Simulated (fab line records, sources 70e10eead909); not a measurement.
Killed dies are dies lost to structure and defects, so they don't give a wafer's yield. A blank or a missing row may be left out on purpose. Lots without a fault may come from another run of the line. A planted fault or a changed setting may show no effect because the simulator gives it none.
fab line records | flow nand_harc
record lots=7 wafers=15 last_day=34
route steps=1302 shown A_M0@1139 END@1302
lots that met no fault: from a run of the same line without faults
start_h: hours from the record's first day to the start of the lot's first wafer shown | wait_h: hours since the lot's step before | " the same as in the row above | L1.1+2: a row that stands for several wafers | - no value, or no start given | * or withheld: withheld | < > ~ a bound
route shown NAME@n: a module of which the file shows steps, and the number in the route of the first | usual: mean/standard deviation of fault-free wafers | same: alike in all rows | chamber/n: place in a boat | sites: the reading at each site | _std_site: their standard deviation | _edge_site: outer sites' mean less inner sites' | radius_mm: how far each site lies from the wafer's centre | mask NAME#n: copy n | behind: the tool/chamber that last shaped the wafer | hold: why the lot was held/for how many hours/how that ended | device: the transistor (n, p or np) that didn't switch | end of line: the same wafers' tests at the end of the route | a step without rows: its recipe alone | killed: dies lost to structure and defects at the first sort, not the wafer's yield | map: a wafer's dies, x killed, . not, _ none there
set.NAME: the setting as run; set.NAME@STEP: as run at that earlier step | model.NAME: the simulator's own value behind a step, which no gauge read
lots at some steps of the route; a table a step, a row a wafer
services: from which hour (start_h, from the record's first day; less than 0 if before it) a tool's chamber was out of use, for how many hours, and why
## steps
# step NHARC_A_M0_HMDS_02
# recipe time_s=30
# step NHARC_A_M0_COAT_33
# recipe temp_c=200 time_s=65
# step NHARC_A_M0_COAT_03
# recipe spin_rpm=1500 resist_thk_nm=90
# step NHARC_A_M0_SOFTBAKE_04
# recipe temp_c=105 time_s=55
# step NHARC_A_M0_EBR_05
# step NHARC_A_M0_EXPOSE_06
# recipe na=1.35 target_cd_nm=80 dose_mj=83.25 mask_id=A_M0
# step NHARC_A_M0_PEB_07
# recipe peb_temp_c=100 peb_time_s=65
# step NHARC_A_M0_DEVELOP_08
# recipe develop_time_s=35 dev_temp_c=23
# step NHARC_A_M0_CD_MEAS_09
# recipe target_cd_nm=80 landing_energy_ev=500
# usual cd_nm=79.5/0.66
# columns lot.wafer tool chamber start_h wait_h cd_nm
L775.3 cd_sem-01 0 532.13 - 78.7
L775.4 " 0 " " 79.1
L775.5 " 0 " " 80.0
L783.3 cd_sem-02 0 617.80 - 79.0
L784.1 cd_sem-01 0 630.13 - 79.0
L786.3 cd_sem-01 0 641.34 - 78.5
L791.3 cd_sem-02 0 671.63 - 78.8
L791.4 " 0 " " 79.5
L791.6 " 0 " " 78.8
L792.2 cd_sem-02 0 707.46 - 79.4
L792.4 " 0 " " 79.5
L792.5 " 0 " " 79.5
L797.2 cd_sem-02 0 759.16 - 80.1
L797.4 " 0 " " 79.2
L797.6 " 0 " " 80.2
# step NHARC_A_M0_OVL_MEAS_10
# recipe pitch_nm=160
# usual overlay_x_nm=-0.1/0.79 overlay_y_nm=0.0/0.72
# columns lot.wafer tool chamber start_h wait_h overlay_x_nm overlay_y_nm
L775.3 overlay-01 - 532.21 - -0.1 -0.6
L775.4 " - " " 0.3 -0.9
L775.5 " - " " -0.6 -0.9
L783.3 overlay-01 - 617.89 - 0.4 -0.5
L784.1 overlay-01 - 630.22 - 0.9 0.6
L786.3 overlay-02 - 641.43 - 0.2 -0.6
L791.3 overlay-02 - 671.72 - 0.0 -0.3
L791.4 " - " " -0.9 -0.4
L791.6 " - " " -0.6 -0.3
L792.2 overlay-01 - 707.55 - -0.1 0.6
L792.4 " - " " -0.9 0.9
L792.5 " - " " -0.7 0.6
L797.2 overlay-02 - 759.24 - -0.4 1.1
L797.4 " - " " -0.3 0.9
L797.6 " - " " -0.9 1.1
# step NHARC_A_M0_INSPECT_11
# usual raw_defect_count=83/38
# columns lot.wafer tool chamber start_h wait_h raw_defect_count
L775.3 defect_inspect-02 - 532.25 0.0 60
L775.4 " - " " 80
L775.5 " - " " 46
L783.3 defect_inspect-02 - 617.93 0.0 130
L784.1 defect_inspect-02 - 630.26 0.0 117
L786.3 defect_inspect-01 - 641.46 0.0 71
L791.3 defect_inspect-01 - 671.75 0.0 77
L791.4 " - " " 87
L791.6 " - " " 80
L792.2 defect_inspect-02 - 707.58 0.0 103
L792.4 " - " " 106
L792.5 " - " " 95
L797.2 defect_inspect-01 - 759.28 0.0 137
L797.4 " - " " 121
L797.6 " - " " 143
# step NHARC_A_M0_DESCUM_14
# recipe time_s=3 o2_flow_sccm=200 ar_flow_sccm=0 bias_power_w=0 chemistry=O2
# usual drypump_motor_current_A=5.5/0.54 oes_product_au=0.995/0.012 rf_vpp_V=57.7/0.88 showerhead_plenum_p_Torr=1.92/0.079 throttle_valve_pct=11.311/0.0094
# columns lot.wafer tool chamber start_h wait_h drypump_motor_current_A oes_product_au rf_hours_counter_h rf_vpp_V showerhead_plenum_p_Torr throttle_valve_pct
L775.4 rie_diel-13 0 532.31 0.1 5.1 0.995 0.0 57.9 1.79 11.317
L775.3 " 1 " " 4.9 0.990 0.0 58.7 1.98 11.311
L775.5 " 0 " " 5.1 0.982 - 56.8 1.79 11.307
L783.3 rie_diel-13 1 618.02 0.1 4.9 0.983 4.1 58.4 1.98 11.311
L784.1 rie_diel-13 3 630.32 0.1 5.8 0.976 4.3 56.5 1.94 11.306
L786.3 rie_diel-13 3 641.54 0.1 5.8 0.994 5.2 57.2 1.94 11.302
L791.4 rie_diel-02 2 671.82 0.1 6.6 0.989 4.7 58.7 1.89 11.297
L791.3 " 3 " " 5.9 1.003 4.2 58.1 2.00 11.316
L791.6 " 2 " " 6.6 0.989 - 59.4 1.89 11.317
L792.4 rie_diel-13 3 707.64 0.1 5.8 0.995 0.1 57.4 1.94 11.304
L792.2 " 1 " " 4.9 0.994 0.0 56.9 1.98 11.319
L792.5 " 0 " " 5.0 0.990 - 57.7 1.78 11.309
L797.2 rie_diel-04 3 759.36 0.1 5.0 0.969 2.8 58.1 1.88 11.317
L797.4 " 0 " " 6.2 0.991 2.2 57.9 1.95 11.316
L797.6 " 1 " " 5.7 1.001 - 56.8 1.86 11.314
# step NHARC_A_M0_ETCH_34
# recipe target_depth_a=400 overetch_a=120 time_s=43.94 ion_energy_ev=200 n2_flow_sccm=150 h2_flow_sccm=150 ar_flow_sccm=0 rf_w=400 bias_w=150 chemistry=N2/H2
# usual drypump_motor_current_A=5.5/0.52 n2_flow_sccm=150.1/0.46 oes_product_au=0.993/0.013 rf_vpp_V=430.8/2.5 showerhead_plenum_p_Torr=2.05/0.086 throttle_valve_pct=14.172/0.0091
# columns lot.wafer tool chamber start_h wait_h drypump_motor_current_A n2_flow_sccm oes_product_au rf_hours_counter_h rf_vpp_V showerhead_plenum_p_Torr throttle_valve_pct
L775.4 rie_diel-13 1 532.40 0.1 4.9 149.9 0.993 0.0 433.5 2.11 14.195
L775.3 " 2 " " 5.1 150.6 0.984 0.1 433.9 2.17 14.180
L775.5 " 0 " " 5.1 150.1 0.988 - 428.3 1.90 14.164
L783.3 rie_diel-13 1 618.08 0.1 4.9 149.8 0.984 4.1 433.0 2.11 14.192
L784.1 rie_diel-13 1 630.41 0.1 4.9 150.1 0.978 4.5 433.4 2.11 14.166
L786.3 rie_diel-13 1 641.64 0.1 4.9 150.3 0.975 5.4 433.5 2.11 14.182
L791.4 rie_diel-02 2 671.91 0.1 6.6 150.5 0.996 4.7 430.2 2.01 14.194
L791.3 " 3 " " 5.9 149.8 0.999 4.2 432.6 2.14 14.169
L791.6 " 0 " " 5.3 150.5 1.008 - 433.6 2.14 14.154
L792.4 rie_diel-13 3 707.74 0.1 5.8 149.9 0.991 0.1 431.0 2.07 14.162
L792.2 " 1 " " 4.8 150.1 0.996 0.0 432.3 2.11 14.180
L792.5 " 3 " " 5.8 149.8 0.998 - 431.1 2.07 14.167
L797.2 rie_diel-04 1 759.43 0.1 5.8 150.2 0.994 2.3 429.9 1.98 14.181
L797.4 " 2 " " 5.8 149.6 1.001 2.9 431.1 2.11 14.188
L797.6 " 1 " " 5.7 151.1 1.006 - 428.6 1.98 14.169
# step NHARC_A_M0_ETCH_15
# recipe target_depth_a=1500 overetch_a=150 time_s=82.5 c4f8_flow_sccm=withheld ar_flow_sccm=400 rf_w=600 bias_w=300 chemistry=C4F8/Ar
# step NHARC_A_M0_CD_MEAS_16
# usual cd_nm=79.5/0.97
# columns lot.wafer tool chamber start_h wait_h cd_nm
L775.3 cd_sem-01 - 532.61 - 78.9
L775.4 " - " " 79.6
L775.5 " - " " 79.3
L783.3 cd_sem-01 - 618.30 - 79.8
L784.1 cd_sem-01 - 630.62 - 79.7
L786.3 cd_sem-01 - 641.87 - 79.2
L791.3 cd_sem-03 - 672.12 - 78.2
L791.4 " - " " 79.2
L791.6 " - " " 78.9
L792.2 cd_sem-01 - 707.95 - 79.3
L792.4 " - " " 78.6
L792.5 " - " " 79.0
L797.2 cd_sem-02 - 759.64 - 81.2
L797.4 " - " " 78.6
L797.6 " - " " 81.3
# step NHARC_A_M0_STRIP_18
# recipe power_w=1000 n2_flow_sccm=150 h2_flow_sccm=150 ar_flow_sccm=0 bias_w=0 chemistry=N2/H2
# step NHARC_A_M0_STRIP_19
# recipe time_s=600 temp_c=30 chemistry=post_etch_residue_remover
# step NHARC_A_M0_DEGAS_28
# recipe temp_c=250 time_s=60
# step NHARC_A_M0_PRE_CLEAN_29
# recipe time_s=30 temp_c=280 gas=H2/He
# usual heater_power_w=414/55
# columns lot.wafer tool chamber start_h wait_h heater_power_w
L775.4 pvd_sputter-02 - - - 339
L775.3 " - " " 382
L775.5 " - " " 393
L783.3 pvd_sputter-01 - - - 523
L784.1 pvd_sputter-02 - - - 406
L786.3 pvd_sputter-03 - - - 377
L791.3 pvd_sputter-03 - - - 389
L791.4 " - " " 370
L791.6 " - " " 439
L792.4 pvd_sputter-01 - - - 423
L792.2 " - " " 340
L792.5 " - " " 425
L797.4 pvd_sputter-02 - - - 470
L797.2 " - " " 391
L797.6 " - " " 328
# step NHARC_A_M0_PVD_20
# recipe target_thk_a=50 bias_v=168.6 power_w=15000 chamber_pressure_pa=0.12 time_s=8.06 substrate_temp_c=50 material=TaN
# usual throttle_valve_pct=29.9/1.1
# columns lot.wafer tool chamber start_h wait_h throttle_valve_pct
L775.3 pvd_sputter-02 - - - 28.8
L775.4 " - " " 27.6
L775.5 " - " " 29.3
L783.3 pvd_sputter-01 - - - 30.3
L784.1 pvd_sputter-02 - - - 27.0
L786.3 pvd_sputter-03 - - - 31.0
L791.3 pvd_sputter-03 - - - 28.3
L791.4 " - " " 29.6
L791.6 " - " " 29.4
L792.4 pvd_sputter-01 - - - 30.5
L792.2 " - " " 31.1
L792.5 " - " " 30.2
L797.4 pvd_sputter-02 - - - 30.1
L797.2 " - " " 29.9
L797.6 " - " " 28.6
# step NHARC_A_M0_PVD_21
# recipe target_thk_a=300 chamber_pressure_pa=5 power_w=5000 substrate_temp_c=30 time_s=20.49 material=Cu
# usual throttle_valve_pct=30.0/1.1
# columns lot.wafer tool chamber start_h wait_h throttle_valve_pct
L775.4 pvd_sputter-02 - - - 29.4
L775.3 " - " " 27.6
L775.5 " - " " 28.8
L783.3 pvd_sputter-01 - - - 31.6
L784.1 pvd_sputter-02 - - - 27.5
L786.3 pvd_sputter-03 - - - 31.0
L791.3 pvd_sputter-03 - - - 29.4
L791.4 " - " " 28.9
L791.6 " - " " 28.8
L792.2 pvd_sputter-01 - - - 31.6
L792.4 " - " " 31.1
L792.5 " - " " 30.1
L797.4 pvd_sputter-02 - - - 29.4
L797.2 " - " " 30.0
L797.6 " - " " 29.3
# step NHARC_A_M0_ECD_22
# recipe target_thk_a=4000 bath_temp_c=25 material=Cu
# step NHARC_A_M0_ANNEAL_30
# recipe temp_c=225 time_s=90
# step NHARC_A_M0_CMP_23
# recipe t_overpolish_s=20 target_thk_nm=113.75
# step NHARC_A_M0_THK_MEAS_24
# recipe thk_meas_gauge=xrf
# usual thk_nm=114.4/1.6
# columns lot.wafer tool chamber start_h wait_h thk_nm
L775.3 film_metro-01 - 534.67 - 113.0
L775.4 " - " " 114.6
L775.5 " - " " 114.1
L783.3 film_metro-01 - 620.30 - 114.0
L784.1 film_metro-02 - 632.66 - 114.7
L786.3 film_metro-02 - 643.89 - 114.7
L791.3 film_metro-01 - 674.18 - 112.4
L791.4 " - " " 111.9
L791.6 " - " " 112.3
L792.2 film_metro-02 - 710.00 - 113.0
L792.4 " - " " 112.2
L792.5 " - " " 116.1
L797.2 film_metro-02 - 761.72 - 114.0
L797.4 " - " " 112.4
L797.6 " - " " 116.3
# step NHARC_A_M0_SRD_25
# step NHARC_A_M0_PRE_CLEAN_31
# recipe time_s=12 temp_c=370 rf_power_w=300 gas=NH3
# usual heater_power_w=653/97
# columns lot.wafer tool chamber start_h wait_h hold heater_power_w
L775.3 pecvd-03 2 534.90 0.1 - 704
L775.4 " 1 " " - 624
L775.5 " 0 " " - 638
L783.3 pecvd-01 0 622.53 1.9 await_dispo/1.8h/release 498
L784.1 pecvd-01 1 636.62 3.6 await_dispo/3.5h/release 772
L786.3 pecvd-01 1 648.72 4.5 await_dispo/3.8h/release 820
L791.3 pecvd-03 2 674.43 0.1 - 695
L791.6 " 2 " " - 683
L791.4 " 1 " " - 727
L792.2 pecvd-03 0 710.25 0.1 - 604
L792.4 " 2 " " - 700
L792.5 " 0 " " - 609
L797.2 pecvd-03 2 761.94 0.1 - 721
L797.4 " 0 " " - 658
L797.6 " 1 " " - 659
# step NHARC_END_SORT_01
# recipe temp_c=25
# usual defect_limited_yield=91/3.1 killed_at_array=57/21 killed_at_other=0.9/1.2 killed_at_periphery=4.2/2.9 killed_dies=62/21 killed_open=3.2/1.8 killed_short=2.4/1.5
# same gross_dies=677
# columns lot.wafer tool chamber start_h wait_h defect_limited_yield[%] killed_at_array killed_at_other killed_at_periphery killed_dies killed_open killed_short
L783.3 prober-02 0 677.67 3.1 74 171 1 1 173 2 3
L784.1 prober-01 0 683.55 2.5 76 158 0 3 161 3 1
L786.3 prober-02 0 697.66 3.1 82 111 0 10 121 2 4
L792.2 prober-02 0 749.91 2.8 92 51 1 5 57 2 1
L792.4 prober-02 0 751.50 3.4 92 49 2 5 56 3 2
L792.5 prober-02 0 752.30 3.7 91 51 2 6 59 4 1
# killed by level:class
L783.3 A_M0:unspecified=76 A_CHANNEL_HOLE_D1:chamber_film_flake=35 A_SLIT:chamber_film_flake=32 A_CHANNEL_HOLE_D2:chamber_film_flake=11 A_STAIRCASE:chamber_film_flake=4 A_M1:chamber_film_flake=4 A_DECK1_JOINT:chamber_film_flake=2 A_CONTACT:chamber_film_flake=2
L784.1 A_M0:unspecified=79 A_CHANNEL_HOLE_D1:chamber_film_flake=31 A_SLIT:chamber_film_flake=31 A_CONTACT:chamber_film_flake=7 A_STAIRCASE:chamber_film_flake=4 A_DECK1_JOINT:chamber_film_flake=2 P_CONTACT:geometric_particle:open=1 P_M0:geometric_particle:short=1
L786.3 A_M0:unspecified=72 A_CHANNEL_HOLE_D1:chamber_film_flake=25 P_M1:chamber_film_flake=7 A_CONTACT:chamber_film_flake=4 A_STAIRCASE:chamber_film_flake=4 A_WL_FILL:chamber_film_flake=2 P_GATE:geometric_particle:short=1 P_M1:geometric_particle:open=1
L792.2 A_SLIT:chamber_film_flake=20 A_CHANNEL_HOLE_D1:chamber_film_flake=11 A_CHANNEL_HOLE_D2:chamber_film_flake=11 P_M0:chamber_film_flake=4 A_WL_FILL:chamber_film_flake=2 A_CONTACT:chamber_film_flake=2 A_ONON_D2:geometric_particle:open=1 A_CHANNEL_FILL_D2:geometric_particle:short=1
L792.4 A_SLIT:chamber_film_flake=23 A_CHANNEL_HOLE_D2:chamber_film_flake=13 P_M0:chamber_film_flake=4 A_CONTACT:chamber_film_flake=3 A_M0:chamber_film_flake=2 P_M0:geometric_particle:short=1 A_ONON_D1:geometric_particle:open=1 A_WL_FILL:geometric_particle:open=1
L792.5 A_SLIT:chamber_film_flake=19 A_CHANNEL_HOLE_D1:chamber_film_flake=13 A_CHANNEL_HOLE_D2:chamber_film_flake=9 P_M0:chamber_film_flake=4 A_CONTACT:chamber_film_flake=3 THIN_TSV:chamber_film_flake=2 P_GATE:geometric_particle:open=1 P_M0:geometric_particle:open=1
# map L783.3 (x killed, . not)
____________x____________
_________.xxxxxx_________
_______....xxxxxx._______
______...xxxxxxxxxx______
_____x.xxxxxxxxxxx.._____
____x..x..xxxxxxx....____
____x.x..xxxxxxxxx...____
___x.x....xxxxxxxx..x.___
___x.....xxxxxxxxx....___
__.......xxxxxxxx......__
__....x......xx.x......__
_.........x.x.x........._
_.......x...x..........._
_.........x............._
_...............x......._
_......................._
..x......................
......x..................
....................x....
...xxx...................
.....x...x...............
_xxxxxx................._
_.xxxx.xx..............._
_xxxxxx.x.x............._
_.xxxxxxxxx.x........x.._
_x.xx..xxxxxx.x........._
__.xxx.xxxxxxx.........__
__xx.....xxx.x.........__
___xx..x.xx.x.........___
___.x....xxxx.........___
____......x.x........____
____.................____
_____..............._____
______.............______
_______..........._______
_________......._________
____________.____________
# map L784.1 (x killed, . not)
____________x____________
_________xxxxxxx_________
_______..x.xxxxxxx_______
______..xxxxxxxxxx.______
_____.....xxxxxxxxx._____
____.....xxxxxxxxx...____
____......xxxxxxxx...____
___......xxxxxxxxx....___
___........xxxxxx.x...___
__....x.....xxxxx......__
__..........xxx........__
_...........x.xx......x._
_............x.........._
_.......x..............._
_.....x................._
_....x..........x......._
...............x...x.....
...x.x.x........x........
.........................
......x..................
..x.x....................
_xx.xx.................x_
_xxxxxx..xx......x......_
_.xxxxxx.x...x.........._
_.xxxxx..xxx.xx........._
_x..xx...xxxx..........._
__.xxx...x.x.xx........__
__.x.x..xxxxx..........__
___.....x..xxx........___
___....x....xx........___
____...x...x.x.......____
____.........x..x....____
_____..............._____
______.....x.......______
_______..........._______
_________......._________
____________.____________
## services
# columns tool chamber start_h hours kind
rie_diel-13 - 519.00 9.0 pm
pvd_sputter-03 - 526.03 10.0 pm
rie_diel-04 - 531.90 9.0 pm
pecvd-03 - 547.09 13.0 pm
pvd_sputter-02 - 555.61 2.7 repair
rie_diel-13 2 556.86 5.6 repair
pvd_sputter-01 - 565.00 6.8 repair
rie_diel-02 - 570.70 9.0 pm
rie_diel-04 3 571.89 9.2 repair
pvd_sputter-01 - 582.00 10.0 pm
pvd_sputter-03 - 603.83 0.7 repair
pecvd-03 2 610.59 5.0 repair
rie_diel-02 - 622.20 0.4 repair
pvd_sputter-02 - 638.00 10.0 pm
pecvd-03 1 638.90 6.7 repair
rie_diel-13 2 640.68 29.4 repair
pecvd-03 1 668.18 3.3 repair
rie_diel-13 - 696.00 9.0 pm
pvd_sputter-03 - 704.03 10.0 pm
pvd_sputter-02 - 708.31 1.0 repair
rie_diel-13 0 712.19 4.0 repair
pecvd-03 - 728.57 13.0 pm
rie_diel-13 1 752.20 7.6 repair
pvd_sputter-01 - 760.00 10.0 pm
## key
first_sign step=NHARC_END_SORT_01 reading=killed_at_array direction=up sigmas=4.3 usual=57 struck=147
effect step=NHARC_END_SORT_01 reading=defect_limited_yield direction=down sigmas=4.3 usual=91 struck=78
more_kills_born_at NHARC_A_M0_ETCH_34@rie_diel-13=227
met_at NHARC_A_M0_ETCH_34
struck_wafers L783.3,L784.1,L786.3
onset_between 532.40 618.08
fault kind=chamber_particle_source tool=rie_diel-13 chamber=1 onset_h=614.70 steps=NHARC_A_M0_ETCH_34 rate_per_visit_cm2=0.88362 end_h=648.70
